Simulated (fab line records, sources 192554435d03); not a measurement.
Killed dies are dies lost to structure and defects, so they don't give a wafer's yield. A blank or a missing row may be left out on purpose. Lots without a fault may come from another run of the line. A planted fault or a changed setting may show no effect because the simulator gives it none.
fab line records | flow n5_finfet
record lots=13 wafers=31 last_day=15
route steps=1938 shown SPACER0@259 SD_EPI_N@275 PASSIVATION@1936
lots that met no fault: from a run of the same line without faults
start_h: hours from the record's first day to the start of the lot's first wafer shown | wait_h: hours since the lot's step before | " the same as in the row above | L1.1+2: a row that stands for several wafers | - no value, or no start given | * or withheld: withheld | < > ~ a bound
route shown NAME@n: a module of which the file shows steps, and the number in the route of the first | usual: mean/standard deviation of fault-free wafers | same: alike in all rows | chamber/n: place in a boat | sites: the reading at each site | _std_site: their standard deviation | _edge_site: outer sites' mean less inner sites' | radius_mm: how far each site lies from the wafer's centre | mask NAME#n: copy n | behind: the tool/chamber that last shaped the wafer | hold: why the lot was held/for how many hours/how that ended | device: the transistor (n, p or np) that didn't switch | end of line: the same wafers' tests at the end of the route | a step without rows: its recipe alone | killed: dies lost to structure and defects at the first sort, not the wafer's yield | map: a wafer's dies, x killed, . not, _ none there
set.NAME: the setting as run; set.NAME@STEP: as run at that earlier step | model.NAME: the simulator's own value behind a step, which no gauge read
steps of the route over a sample of lots; a table a step, a row a wafer
services: from which hour (start_h, from the record's first day; less than 0 if before it) a tool's chamber was out of use, for how many hours, and why
## steps
# step N5_SPACER0_ALD_00
# recipe material=SiOCN target_thk_a=35 temp_c=400 ald_precursor_family=alkyl-aminosilane ald_co_reactant=O2/N2-plasma pulse_time_s=3 purge_time_s=2 co_reactant_purge_time_s=2 ald_cycles=58 pressure_torr=2
# usual heater_power_w=824/55 precursor_pulse_height_rel=0.998/0.019 susceptor_temp_C=400.00/0.22
# columns lot.wafer tool chamber start_h wait_h heater_power_w precursor_pulse_height_rel susceptor_temp_C
L102.4 ald_sin-02 1 53.91 0.1 818 1.000 400.11
L102.5 " 1 " " 788 1.030 399.78
L102.6 " 2 " " 872 0.977 400.04
L104.3 ald_sin-04 2 66.78 0.1 795 1.002 400.02
L104.6 " 2 " " 770 1.002 400.41
L105.2 ald_sin-04 0 74.36 0.1 849 0.986 399.76
L105.3 " 3 " " 892 0.983 400.00
L106.1 ald_sin-01 2 79.06 0.1 836 0.995 399.87
L106.2 " 1 " " 693 0.968 399.84
L107.3 ald_sin-01 2 83.28 0.1 812 0.980 400.10
L107.5 " 1 " " 712 0.979 400.07
L108.1 ald_sin-01 2 91.93 0.1 805 0.974 400.29
L108.6 " 0 " " 822 1.008 400.25
L109.1 ald_sin-01 1 96.51 0.1 735 0.989 400.19
L109.3 " 2 " " 832 1.029 399.94
L111.2 ald_sin-04 3 107.79 0.1 919 1.001 400.18
L111.3 " 1 " " 794 0.984 400.26
L111.6 " 2 " " 754 0.994 399.93
L112.2 ald_sin-04 1 114.42 0.1 813 0.989 399.61
L112.5 " 3 " " 888 1.029 399.90
L113.2 ald_sin-01 2 119.77 0.1 830 0.959 400.07
L113.3 " 3 " " 901 1.007 400.10
L113.6 " 3 " " 916 1.015 400.00
L115.1 ald_sin-04 1 130.27 0.1 809 0.989 400.06
L115.5 " 0 " " 790 1.007 399.97
L116.1 ald_sin-02 0 137.39 0.1 832 0.999 399.95
L116.2 " 1 " " 821 0.986 400.16
L116.3 " 3 " " 823 1.032 400.09
L118.2 ald_sin-01 2 148.94 0.1 834 0.982 400.66
L118.5 " 3 " " 924 1.036 399.55
L118.6 " 2 " " 838 0.950 400.32
# step N5_SD_EPI_N_ETCH_35
# recipe chemistry=N2/H2 target=SOC overetch_a=1080 mask_material=SiARC temp_c=40 ion_energy_ev=100 source_w=3000 bias_w=133 pressure_mtorr=20 time_s=486 n2_flow_sccm=200 h2_flow_sccm=200
# usual drypump_motor_current_A=5.7/0.42 oes_product_au=0.73/0.082 rf_vpp_V=240.5/1 showerhead_plenum_p_Torr=2.54/0.06 throttle_valve_pct=24.0/0.39
# columns lot.wafer tool chamber start_h wait_h drypump_motor_current_A oes_product_au rf_hours_counter_h rf_vpp_V showerhead_plenum_p_Torr throttle_valve_pct
L102.4 rie_diel-04 1 54.90 0.0 5.5 0.84 7 240.8 2.61 23.6
L102.5 " 2 " " 5.4 0.63 - 240.6 2.53 24.2
L102.6 " 3 " " 6.0 0.61 - 239.8 2.49 23.7
L104.3 rie_diel-04 2 67.80 0.0 5.4 0.63 239 240.2 2.53 24.2
L104.6 " 1 " " 5.5 0.84 - 240.9 2.61 23.6
L105.2 rie_diel-05 2 75.35 0.0 6.7 0.68 147 239.8 2.56 24.8
L105.3 " 3 " " 5.0 0.62 241 240.7 2.50 24.1
L106.1 rie_diel-04 3 79.93 0.0 6.0 0.60 247 240.8 2.48 23.8
L106.2 " 2 " " 5.4 0.62 243 241.9 2.53 24.2
L107.3 rie_diel-05 0 84.15 0.0 5.1 0.81 24 240.6 2.48 23.9
L107.5 " 3 " " 4.9 0.62 - 239.7 2.49 24.1
L108.1 rie_diel-04 2 92.93 0.0 5.4 0.63 248 240.7 2.52 24.3
L108.6 " 1 " " 5.4 0.81 - 238.7 2.61 23.6
L109.1 rie_diel-04 0 97.55 0.0 5.9 0.73 95 238.5 2.48 24.0
L109.3 " 2 " " 5.4 0.62 250 240.6 2.52 24.3
L111.2 rie_diel-05 2 108.77 0.0 6.7 0.68 157 240.7 2.56 24.9
L111.3 " 1 " " 5.8 0.80 24 239.9 2.45 23.4
L111.6 " 0 " " 5.1 0.79 - 239.7 2.48 23.9
L112.2 rie_diel-04 1 115.41 0.0 5.4 0.79 30 241.8 2.61 23.6
L112.5 " 0 " " 5.9 0.71 - 238.4 2.48 24.1
L113.2 rie_diel-04 0 120.76 0.0 5.9 0.71 105 239.5 2.48 24.1
L113.3 " 2 " " 5.4 0.89 1 239.3 2.52 23.7
L113.6 " 1 " " 5.4 0.79 - 241.7 2.60 23.6
L115.1 rie_diel-01 1 131.80 0.0 5.8 0.64 208 239.9 2.52 24.8
L115.5 " 3 " " 6.0 0.74 - 241.8 2.56 23.9
L116.1 rie_diel-04 2 138.27 0.0 5.3 0.85 7 239.9 2.52 23.7
L116.2 " 0 " " 5.9 0.71 112 239.0 2.47 24.1
L116.3 " 1 " " 5.4 0.78 39 241.9 2.60 23.6
L118.2 rie_diel-05 1 149.81 0.0 5.8 0.78 40 239.1 2.44 23.4
L118.5 " 0 " " 5.1 0.78 - 239.6 2.47 23.9
L118.6 " 3 " " 4.9 0.85 - 242.0 2.49 23.7
# step N5_SD_EPI_N_VAPOR_ETCH_50
# recipe chemistry=HCl target=Si temp_c=775 time_s=54 pressure_torr=20 mode=isotropic
# usual susceptor_temp_C=775.0/0.33 throttle_valve_pct=11.75/0.25
# columns lot.wafer tool chamber start_h wait_h susceptor_temp_C throttle_valve_pct
L102.4 epi_rpcvd-02 0 56.54 0.3 775.0 11.95
L102.5 " 0 " " 774.8 12.29
L102.6 " 0 " " 775.4 11.99
L104.3 epi_rpcvd-03 0 69.26 0.2 774.8 11.33
L104.6 " 0 " " 774.6 11.22
L105.2 epi_rpcvd-01 0 77.09 0.5 775.0 11.52
L105.3 " 0 " " 775.0 11.68
L106.1 epi_rpcvd-02 0 81.34 0.3 775.7 12.03
L106.2 " 0 " " 775.2 12.04
L107.3 epi_rpcvd-02 0 85.61 0.2 774.6 11.67
L107.5 " 0 " " 775.2 11.79
L108.1 epi_rpcvd-02 0 94.33 0.3 775.2 12.27
L108.6 " 0 " " 775.4 11.89
L109.1 epi_rpcvd-02 0 98.95 0.3 775.0 11.92
L109.3 " 0 " " 775.0 12.10
L111.2 epi_rpcvd-02 0 110.21 0.3 774.6 11.71
L111.3 " 0 " " 774.7 12.09
L111.6 " 0 " " 774.5 11.98
L112.2 epi_rpcvd-02 0 116.97 0.4 775.4 11.92
L112.5 " 0 " " 774.9 12.15
L113.2 epi_rpcvd-01 0 122.19 0.3 775.0 11.53
L113.3 " 0 " " 775.1 11.48
L113.6 " 0 " " 775.1 11.63
L115.1 epi_rpcvd-01 0 133.33 0.4 774.9 12.05
L115.5 " 0 " " 775.3 11.50
L116.1 epi_rpcvd-01 0 139.67 0.3 774.7 11.39
L116.2 " 0 " " 774.6 11.86
L116.3 " 0 " " 774.4 11.74
L118.2 epi_rpcvd-01 0 151.58 0.3 775.0 11.62
L118.5 " 0 " " 774.6 11.52
L118.6 " 0 " " 774.9 11.71
# step N5_SD_EPI_N_EPI_21
# recipe material=Si:P dopant=P temp_c=680 pressure_torr=255 time_s=690
# usual epi_growth_time_s=690/0 susceptor_temp_C=680.0/0.33
# columns lot.wafer tool chamber start_h wait_h epi_growth_time_s susceptor_temp_C
L102.4 epi_rpcvd-02 0 57.78 1.2 690 679.4
L102.5 " 0 " " 690 679.7
L102.6 " 0 " " 690 679.9
L104.3 epi_rpcvd-03 0 69.94 0.7 690 679.9
L104.6 " 0 " " 690 679.6
L105.2 epi_rpcvd-01 0 77.85 0.7 690 679.8
L105.3 " 0 " " 690 679.4
L106.1 epi_rpcvd-02 0 81.52 0.1 690 680.5
L106.2 " 0 " " 690 679.8
L107.3 epi_rpcvd-02 0 86.29 0.7 690 680.6
L107.5 " 0 " " 690 680.4
L108.1 epi_rpcvd-02 0 94.51 0.1 690 679.6
L108.6 " 0 95.91 1.4 690 680.0
L109.1 epi_rpcvd-02 0 99.13 0.1 690 680.3
L109.3 " 0 " " 690 680.3
L111.2 epi_rpcvd-02 0 110.64 0.4 690 680.3
L111.3 " 0 " " 690 680.1
L111.6 " 0 " " 690 680.3
L112.2 epi_rpcvd-02 0 117.55 0.5 690 680.0
L112.5 " 0 118.67 1.5 690 680.0
L113.2 epi_rpcvd-01 0 122.62 0.4 690 680.0
L113.3 " 0 " " 690 679.9
L113.6 " 0 " " 690 680.3
L115.1 epi_rpcvd-01 0 133.57 0.2 690 680.0
L115.5 " 0 135.06 1.5 690 679.9
L116.1 epi_rpcvd-01 0 139.85 0.1 505.35 679.7
L116.2 " 0 " " 505.35 680.6
L116.3 " 0 " " 505.35 679.8
L118.2 epi_rpcvd-01 0 152.01 0.4 505.35 680.1
L118.5 " 0 " " 505.35 679.5
L118.6 " 0 " " 505.35 679.6
# step N5_SD_EPI_N_EPI_MEAS_23
# recipe mode=xrd
# usual thk_nm=59.0/1.2
# columns lot.wafer tool chamber start_h wait_h thk_nm
L102.4 film_metro-02 - 58.94 0.8 59.6
L102.5 " - " " 59.5
L102.6 " - " " 57.9
L104.3 film_metro-01 - 71.10 0.9 57.6
L104.6 " - " " 60.2
L105.2 film_metro-01 - 80.38 2.0 58.6
L105.3 " - " " 60.7
L106.1 film_metro-01 - 83.24 1.4 58.5
L106.2 " - " " 56.6
L107.3 film_metro-01 - 87.45 0.9 56.2
L107.5 " - " " 58.3
L108.1 film_metro-01 - 96.22 1.4 60.0
L108.6 " - " " 60.3
L109.1 film_metro-01 - 100.85 1.4 59.1
L109.3 " - " " 60.1
L111.2 film_metro-02 - 112.08 1.2 60.1
L111.3 " - " " 59.7
L111.6 " - " " 60.9
L112.2 film_metro-02 - 119.45 1.5 59.6
L112.5 " - " " 61.3
L113.2 film_metro-02 - 124.06 1.2 61.5
L113.3 " - " " 56.1
L113.6 " - " " 57.5
L115.1 film_metro-01 - 135.84 1.9 58.4
L115.5 " - " " 58.2
L116.1 film_metro-01 - 141.58 1.5 47.8
L116.2 " - " " 47.3
L116.3 " - " " 45.9
L118.2 film_metro-01 - 153.45 1.2 47.4
L118.5 " - " " 45.2
L118.6 " - " " 47.0
# step N5_PASSIVATION_PROBE_49
# usual killed_at_M0_to_M3=32/9.3 killed_at_M4_up=14/4.9 killed_at_contacts=15/7.5 killed_at_front_end=40/11 killed_at_other=4/3.3 killed_dies=104/17 killed_open=68/14 killed_short=33/7.9
# same gross_dies=1180 killed_at_back_side=0
# columns lot.wafer tool chamber start_h wait_h killed_at_M0_to_M3 killed_at_M4_up killed_at_contacts killed_at_front_end killed_at_other killed_dies killed_open killed_short
L102.4 prober-01 - 272.95 0.2 18 25 20 26 7 96 67 29
L102.5 prober-01 - 273.00 0.2 34 16 13 27 1 91 64 27
L102.6 prober-01 - 273.05 0.3 26 11 7 27 1 72 54 17
L105.2 prober-02 - 285.11 0.1 37 12 7 54 5 115 67 45
L105.3 prober-02 - 285.16 0.1 41 12 23 45 3 124 84 33
L104.3 prober-02 - 287.91 0.1 48 9 34 17 2 110 69 41
L104.6 prober-02 - 288.06 0.3 29 13 14 36 2 94 57 37
L107.3 prober-01 - 292.64 0.1 25 13 9 59 4 110 68 37
L107.5 prober-01 - 292.74 0.2 32 14 19 34 12 111 75 32
L106.1 prober-01 - 297.45 0.0 22 14 18 32 0 86 60 24
L106.2 prober-01 - 297.50 0.1 44 18 27 55 0 144 104 38
L108.1 prober-01 - 304.47 0.0 25 20 5 30 7 87 50 27
L108.6 prober-01 - 304.72 0.3 15 27 10 15 6 73 49 22
L109.1 prober-01 - 316.52 0.0 26 11 3 42 6 88 48 37
L109.3 prober-01 - 316.62 0.1 32 9 17 23 4 85 47 36
L111.2 prober-02 - 319.84 0.1 45 15 20 22 18 120 78 39
L111.3 prober-02 - 319.89 0.1 41 12 20 31 4 108 55 52
L111.6 prober-02 - 320.04 0.3 34 13 22 25 6 100 65 34
L113.2 prober-01 - 324.11 0.1 28 12 9 50 3 102 58 40
L113.3 prober-01 - 324.16 0.1 22 10 11 39 1 83 61 20
L113.6 prober-01 - 324.31 0.3 35 16 7 44 1 103 64 31
L112.2 prober-02 - 324.91 0.1 34 22 14 27 5 102 56 44
L112.5 prober-02 - 325.06 0.2 34 12 25 46 7 124 79 38
L116.1 prober-01 - 343.91 0.0 31 11 14 38 3 97 67 28
L116.2 prober-01 - 343.96 0.1 16 9 9 56 3 93 46 29
L116.3 prober-01 - 344.01 0.1 17 1 12 28 23 81 35 23
L115.1 prober-01 - 356.32 0.0 39 7 5 33 5 89 54 31
L115.5 prober-01 - 356.52 0.2 32 14 9 30 0 85 52 31
L118.2 prober-01 - 365.91 0.1 31 9 16 31 11 98 64 25
L118.5 prober-01 - 366.06 0.2 25 13 14 44 59 155 64 33
L118.6 prober-01 - 366.11 0.3 32 15 20 52 2 121 83 37
# killed by level:class
L102.4 MOL_CONTACT_COAG:geometric_particle:open=18 BEOL_M4:geometric_particle:open=12 STI_FIN_REVEAL:geometric_particle:open=8 BEOL_M0_SAQP:geometric_particle:short=6 BEOL_M5:geometric_particle:open=6 BEOL_M0_SAQP:geometric_particle:open=4 STARTING-WAFER:geometric_particle:short=4 BEOL_M0:geometric_particle:open=3
L102.5 BEOL_M1:geometric_particle:open=10 MOL_CONTACT_COAG:geometric_particle:open=9 FIN_SAQP:geometric_particle:open=6 STI_FIN_REVEAL:geometric_particle:open=6 BEOL_M0:geometric_particle:open=6 BEOL_M0_SAQP:geometric_particle:open=5 BEOL_M4:geometric_particle:open=5 MOL_CONTACT_COAG:geometric_particle:short=4
L102.6 BEOL_M1:geometric_particle:open=10 STI_FIN_REVEAL:geometric_particle:open=9 MOL_CONTACT_COAG:geometric_particle:open=7 BEOL_M0_SAQP:geometric_particle:open=7 FIN_SAQP:geometric_particle:open=4 BEOL_M5:geometric_particle:open=4 STARTING-WAFER:geometric_particle:short=3 FIN_SAQP:geometric_particle:short=2
L105.2 FIN_SAQP:geometric_particle:short=13 FIN_SAQP:geometric_particle:open=12 BEOL_M0:geometric_particle:open=7 BEOL_M1:geometric_particle:open=7 STI_FIN_REVEAL:geometric_particle:open=6 MOL_CONTACT_COAG:geometric_particle:open=5 GATE_CUT:geometric_particle:open=4 BEOL_M0_SAQP:geometric_particle:open=4
L105.3 GATE_CUT:geometric_particle:short=12 MOL_CONTACT_COAG:geometric_particle:open=12 BEOL_M0:geometric_particle:open=12 BEOL_M1:geometric_particle:open=11 FIN_SAQP:geometric_particle:open=8 BEOL_M2:geometric_particle:open=8 BEOL_M3:geometric_particle:open=6 MOL_CONTACT_COAG:geometric_particle:short=6
L104.3 MOL_CONTACT_COAG:geometric_particle:open=29 BEOL_M0_SAQP:geometric_particle:open=16 BEOL_M0_SAQP:geometric_particle:short=15 MOL_CONTACT_COAG:geometric_particle:short=5 FIN_SAQP:geometric_particle:short=4 BEOL_M1:geometric_particle:short=4 BEOL_M2:geometric_particle:open=4 FIN_SAQP:geometric_particle:open=3
L104.6 MOL_CONTACT_COAG:geometric_particle:open=13 FIN_SAQP:geometric_particle:open=8 BEOL_M1:geometric_particle:short=8 GATE_CUT:geometric_particle:short=6 BEOL_M0_SAQP:geometric_particle:open=6 GATE_CUT:geometric_particle:open=5 BEOL_M2:geometric_particle:open=5 STARTING-WAFER:geometric_particle:short=5
L107.3 FIN_SAQP:geometric_particle:short=16 FIN_SAQP:geometric_particle:open=11 BEOL_M3:geometric_particle:open=11 BEOL_M4:geometric_particle:open=9 STI_FIN_REVEAL:geometric_particle:open=8 MOL_CONTACT_COAG:geometric_particle:open=7 BEOL_M2:geometric_particle:open=6 STARTING-WAFER:geometric_particle:open=5
L107.5 MOL_CONTACT_COAG:geometric_particle:open=14 FIN_SAQP:geometric_particle:open=8 BEOL_M3:geometric_particle:open=7 BEOL_M2:geometric_particle:open=7 FIN_SAQP:geometric_particle:short=6 STI_FIN_REVEAL:geometric_particle:open=5 BEOL_M0_SAQP:geometric_particle:short=5 MOL_CONTACT_COAG:geometric_particle:short=5
L106.1 MOL_CONTACT_COAG:geometric_particle:open=16 BEOL_M0_SAQP:geometric_particle:open=7 FIN_SAQP:geometric_particle:open=7 STI_FIN_REVEAL:geometric_particle:open=7 BEOL_M4:geometric_particle:open=7 FIN_SAQP:geometric_particle:short=5 DUMMY_GATE:geometric_particle:open=4 GATE_CUT:geometric_particle:short=4
L106.2 MOL_CONTACT_COAG:geometric_particle:open=24 FIN_SAQP:geometric_particle:open=13 FIN_SAQP:geometric_particle:short=11 BEOL_M1:geometric_particle:open=11 BEOL_M0_SAQP:geometric_particle:open=10 STI_FIN_REVEAL:geometric_particle:open=9 BEOL_M3:geometric_particle:open=7 GATE_CUT:geometric_particle:open=6
L108.1 FIN_CUT:area_etch=8 BEOL_M4:geometric_particle:open=7 STI_FIN_REVEAL:geometric_particle:open=5 BEOL_M0_SAQP:geometric_particle:short=5 BEOL_M1:geometric_particle:open=5 BEOL_M2:geometric_particle:open=5 DUMMY_GATE:geometric_particle:open=4 BEOL_M1:geometric_particle:short=4
L108.6 BEOL_M4:geometric_particle:open=16 BEOL_M5:geometric_particle:open=6 MOL_CONTACT_COAG:geometric_particle:open=5 MOL_CONTACT_COAG:geometric_particle:short=5 BEOL_M4:geometric_particle:short=5 STI_FIN_REVEAL:geometric_particle:open=4 DUMMY_GATE:geometric_particle:open=4 BEOL_M0_SAQP:geometric_particle:short=4
L109.1 STI_FIN_REVEAL:geometric_particle:open=7 DUMMY_GATE:geometric_particle:open=7 BEOL_M0_SAQP:geometric_particle:open=7 FIN_SAQP:geometric_particle:short=6 GATE_CUT:geometric_particle:short=5 BEOL_M0_SAQP:geometric_particle:short=5 FIN_SAQP:geometric_particle:open=4 BEOL_M0:geometric_particle:short=4
L109.3 MOL_CONTACT_COAG:geometric_particle:short=9 MOL_CONTACT_COAG:geometric_particle:open=8 BEOL_M0_SAQP:geometric_particle:short=8 BEOL_M0_SAQP:geometric_particle:open=8 FIN_SAQP:geometric_particle:short=4 STI_FIN_REVEAL:geometric_particle:open=4 GATE_CUT:geometric_particle:short=4 BEOL_M1:geometric_particle:short=4
L111.2 BEOL_M3:geometric_particle:open=15 MOL_CONTACT_COAG:geometric_particle:open=12 BEOL_M0_SAQP:geometric_particle:open=10 MOL_CONTACT_COAG:geometric_particle:short=8 GATE_CUT:geometric_particle:open=6 PASS1_DEP:geometric_particle:open=5 BEOL_M0_SAQP:geometric_particle:short=5 BEOL_M3:geometric_particle:short=5
L111.3 MOL_CONTACT_COAG:geometric_particle:short=15 BEOL_M3:geometric_particle:open=10 FIN_SAQP:geometric_particle:short=9 BEOL_M3:geometric_particle:short=9 BEOL_M1:geometric_particle:open=7 FIN_SAQP:geometric_particle:open=6 DUMMY_GATE:geometric_particle:open=5 MOL_CONTACT_COAG:geometric_particle:open=5
L111.6 MOL_CONTACT_COAG:geometric_particle:open=17 BEOL_M3:geometric_particle:open=15 BEOL_M4:geometric_particle:open=7 FIN_SAQP:geometric_particle:short=6 GATE_CUT:geometric_particle:short=6 BEOL_M2:geometric_particle:open=6 FIN_SAQP:geometric_particle:open=5 MOL_CONTACT_COAG:geometric_particle:short=5
L113.2 FIN_SAQP:geometric_particle:short=19 BEOL_M0_SAQP:geometric_particle:open=11 MOL_CONTACT_COAG:geometric_particle:open=9 FIN_SAQP:geometric_particle:open=6 GATE_CUT:geometric_particle:short=6 BEOL_M1:geometric_particle:open=5 BEOL_M5:geometric_particle:open=5 STARTING-WAFER:geometric_particle:open=5
L113.3 FIN_SAQP:geometric_particle:open=13 FIN_SAQP:geometric_particle:short=10 MOL_CONTACT_COAG:geometric_particle:open=10 BEOL_M2:geometric_particle:open=8 BEOL_M3:geometric_particle:open=6 GATE_CUT:geometric_particle:open=5 BEOL_M1:geometric_particle:open=4 DUMMY_GATE:geometric_particle:open=3
L113.6 BEOL_M0_SAQP:geometric_particle:open=10 BEOL_M0_SAQP:geometric_particle:short=9 FIN_SAQP:geometric_particle:open=8 BEOL_M4:geometric_particle:open=8 HKMG_FIN:area_etch=7 DUMMY_GATE:geometric_particle:open=6 MOL_CONTACT_COAG:geometric_particle:open=6 BEOL_M2:geometric_particle:open=6
L112.2 BEOL_M0_SAQP:geometric_particle:short=11 BEOL_M4:geometric_particle:open=10 BEOL_M3:geometric_particle:open=8 MOL_CONTACT_COAG:geometric_particle:short=7 MOL_CONTACT_COAG:geometric_particle:open=7 FIN_SAQP:geometric_particle:open=5 FIN_SAQP:geometric_particle:short=5 BEOL_M0_SAQP:geometric_particle:open=5
L112.5 MOL_CONTACT_COAG:geometric_particle:open=23 FIN_SAQP:geometric_particle:open=12 FIN_SAQP:geometric_particle:short=12 BEOL_M0_SAQP:geometric_particle:open=6 BEOL_M3:geometric_particle:open=6 BEOL_M2:geometric_particle:open=6 BEOL_M1:geometric_particle:open=5 BEOL_M1:geometric_particle:short=5
L116.1 MOL_CONTACT_COAG:geometric_particle:open=11 FIN_SAQP:geometric_particle:open=10 STI_FIN_REVEAL:geometric_particle:open=10 BEOL_M3:geometric_particle:open=8 BEOL_M0_SAQP:geometric_particle:short=7 BEOL_M0_SAQP:geometric_particle:open=6 BEOL_M2:geometric_particle:open=5 ILD0:geometric_particle:short=4
L116.2 HKMG_FIN:area_etch=16 FIN_SAQP:geometric_particle:short=9 FIN_SAQP:geometric_particle:open=7 MOL_CONTACT_COAG:geometric_particle:open=6 BEOL_M2:geometric_particle:open=5 STI_FIN_REVEAL:geometric_particle:open=4 BEOL_M3:geometric_particle:open=4 STI_FIN_REVEAL:geometric_particle:short=3
L116.3 PASSIVATION:area_etch=23 MOL_CONTACT_COAG:geometric_particle:open=11 BEOL_M0_SAQP:geometric_particle:open=6 BEOL_M0_SAQP:geometric_particle:short=6 FIN_SAQP:geometric_particle:open=4 FIN_CUT:geometric_particle:short=4 FIN_SAQP:geometric_particle:short=3 STI_FIN_REVEAL:geometric_particle:open=3
L115.1 BEOL_M1:geometric_particle:open=14 FIN_SAQP:geometric_particle:short=8 BEOL_M2:geometric_particle:open=6 DUMMY_GATE:geometric_particle:open=4 MOL_CONTACT_COAG:geometric_particle:open=4 BEOL_M0_SAQP:geometric_particle:open=4 BEOL_M3:geometric_particle:open=4 STARTING-WAFER:geometric_particle:short=4
L115.5 MOL_CONTACT_COAG:geometric_particle:open=8 BEOL_M0_SAQP:geometric_particle:short=8 BEOL_M1:geometric_particle:open=8 STI_FIN_REVEAL:geometric_particle:open=7 BEOL_M0_SAQP:geometric_particle:open=6 BEOL_M2:geometric_particle:open=6 FIN_SAQP:geometric_particle:short=5 BEOL_M5:geometric_particle:short=5
L118.2 MOL_CONTACT_COAG:geometric_particle:open=11 PASSIVATION:area_etch=9 BEOL_M3:geometric_particle:open=8 STI_FIN_REVEAL:geometric_particle:open=6 MOL_CONTACT_COAG:geometric_particle:short=5 BEOL_M0_SAQP:geometric_particle:open=5 BEOL_M1:geometric_particle:open=5 DUMMY_GATE:geometric_particle:open=4
L118.5 PASSIVATION:area_etch=57 STI_FIN_REVEAL:geometric_particle:open=13 MOL_CONTACT_COAG:geometric_particle:open=11 BEOL_M0_SAQP:geometric_particle:open=9 BEOL_M4:geometric_particle:open=9 BEOL_M0_SAQP:geometric_particle:short=8 GATE_CUT:geometric_particle:short=7 DUMMY_GATE:geometric_particle:open=6
L118.6 MOL_CONTACT_COAG:geometric_particle:open=15 STI_FIN_REVEAL:geometric_particle:open=14 BEOL_M3:geometric_particle:open=11 FIN_SAQP:geometric_particle:open=8 BEOL_M0_SAQP:geometric_particle:open=7 GATE_CUT:geometric_particle:short=6 DUMMY_GATE:geometric_particle:open=6 BEOL_M0_SAQP:geometric_particle:short=6
## services
# columns tool chamber start_h hours kind
rie_diel-05 1 30.71 - clean
rie_diel-05 1 30.71 - consumable_replace:focus_ring
epi_rpcvd-03 - 33.33 0.6 repair
rie_diel-05 - 34.46 0.1 repair
rie_diel-05 0 64.07 2.2 repair
ald_sin-02 2 70.99 11.1 repair
ald_sin-04 - 85.53 14.0 pm
ald_sin-04 0 85.53 14.0 vent_cycle
ald_sin-04 1 85.53 14.0 vent_cycle
ald_sin-04 2 85.53 14.0 vent_cycle
ald_sin-04 3 85.53 14.0 vent_cycle
rie_diel-04 0 87.45 6.6 repair
rie_diel-04 3 94.41 - clean
rie_diel-04 3 94.41 - consumable_replace:focus_ring
ald_sin-04 0 99.53 - clean
ald_sin-04 1 99.53 - clean
ald_sin-04 2 99.53 - clean
ald_sin-04 3 99.53 - clean
ald_sin-02 - 102.55 2.8 pm
rie_diel-04 2 108.99 - clean
rie_diel-04 2 108.99 - consumable_replace:focus_ring
rie_diel-04 2 108.99 10.1 scheduled_down
rie_diel-04 2 108.99 10.1 vent_cycle
rie_diel-04 - 148.85 0.1 repair
## key
first_sign step=N5_SD_EPI_N_EPI_21 reading=epi_growth_time_s direction=down sigmas=99+ usual=* struck=*
effect step=N5_SD_EPI_N_EPI_MEAS_23 reading=thk_nm direction=down sigmas=9.9 usual=* struck=*
met_at N5_SD_EPI_N_EPI_21
struck_lots L116,L118
tester_left_out L116,L118
baseline_loss step=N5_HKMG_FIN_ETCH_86 wafers=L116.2
baseline_loss step=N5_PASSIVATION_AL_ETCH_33 wafers=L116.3
baseline_loss step=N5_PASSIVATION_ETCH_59 wafers=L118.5
not_acting_at N5_SPACER0_ALD_00,N5_SD_EPI_N_ETCH_35,N5_SD_EPI_N_VAPOR_ETCH_50
onset_between 133.57 139.85
fault kind=process_parameter_drift tool=epi_rpcvd-01 chamber=- onset_h=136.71 steps=N5_SD_EPI_N_EPI_21 channel=epi_growth_time_s offset=* shape=step end_h=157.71 stated=*
# tester_left_out: of these lots the tester's yield and bins aren't shown, on N5 and GAA mostly nor the transistor test; their killed dies are dies lost to structure and defects alone, not to doping, threshold or leakage, so they don't give the yield
# baseline_loss: these wafers lose ten dies or more at that step, a loss of the line's own and not of a fault; the sort's usual values leave them out
